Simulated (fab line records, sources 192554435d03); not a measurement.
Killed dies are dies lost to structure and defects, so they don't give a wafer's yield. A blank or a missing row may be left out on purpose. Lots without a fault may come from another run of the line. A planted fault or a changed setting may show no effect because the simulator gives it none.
Problem report in the 8D (eight disciplines) form, filled by code | flow n5_finfet | the parts of the form that need people (team, actions taken, sign-off) are left out

1. THE PROBLEM
spin_speed_rpm at N5_MOL_CONTACT_COAG_COAT_63 reads a mean of 1577.1 rpm on 6 wafers of 2 lots; wafers without a fault read 1499.8 rpm with a standard deviation of 0.99. That is +78 standard deviations from the usual mean.
The step: time 60 s, resist thk 10 nm.
First seen on wafer L677.3, day 7 11:46, on litho_track-01. The record holds 27 wafers of 9 lots with a number at this step. Rule for "out", or "out of limits": more than 4 standard deviations from the usual mean. The other wafers with a number count as sound.

2. WHAT IT IS AND WHAT IT IS NOT
question                    | is                     | is not
which readings at this step | spin_speed_rpm         | -
which lots                  | L677, L679             | L670, L673, L684, L685, L686, L689, L690
which wafers of those lots  | all that have a number | -
read on which tools         | litho_track-01         | litho_track-03, litho_track-04
when                        | from day 7 11:46       | up to then (6 sound wafers); but 15 sound wafers of L684, L685, L686, L689, L690 came after

3. SUSPECTS, AND WHAT RULES EACH OUT
Counting: a tool at a process step up to the reading stays a suspect if it ran every lot that is out and no sound lot after the first of them.
- rtp_anneal-01 at N5_MOL_CONTACT_COAG_SIL_ANNEAL_21 (time 60 s): ruled out as a lasting fault. Sound lots L684 ran on it after its first lot that is out, L677 (day 7 03:45).
- litho_track-01 at N5_MOL_CONTACT_COAG_COAT_63 (time 60 s, resist thk 10 nm): ruled out as a lasting fault. Sound lots L689 ran on it after its first lot that is out, L677 (day 7 11:46).
Left after counting: nothing in the record.

4. THE CAUSE (what the simulator had put in)
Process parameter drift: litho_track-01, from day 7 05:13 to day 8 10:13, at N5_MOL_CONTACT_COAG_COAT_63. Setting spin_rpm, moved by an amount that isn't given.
Counting ruled it out, wrongly.

5. THE CHAIN OF EFFECTS, in route order
Each row: a reading whose mean over the struck wafers that have a number lies more than 3 standard deviations from the usual. Only readings for which the record gives a usual standard deviation are gone through. hours: the time from each lot's start at the first step in this table that gives one to its start at this step, as a median over the lots. sigmas: the change in usual standard deviations.
hours | step                        | reading        | usual      | on struck wafers | change | sigmas
0     | N5_MOL_CONTACT_COAG_COAT_63 | spin_speed_rpm | 1499.8 rpm | 1577.1           | +77.3  | +78
The process steps in it:
- N5_MOL_CONTACT_COAG_COAT_63: time 60 s, resist thk 10 nm.
Later measuring or inspecting steps at which every struck wafer that the step has a row for has a number for every such reading, and none has moved that far: N5_BEOL_M4_RC_MEAS_101.

6. WHAT WOULD HAVE CAUGHT IT SOONER
In this record the first reading out of limits was taken at day 7 11:46, 7 hours after the fault began at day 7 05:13.
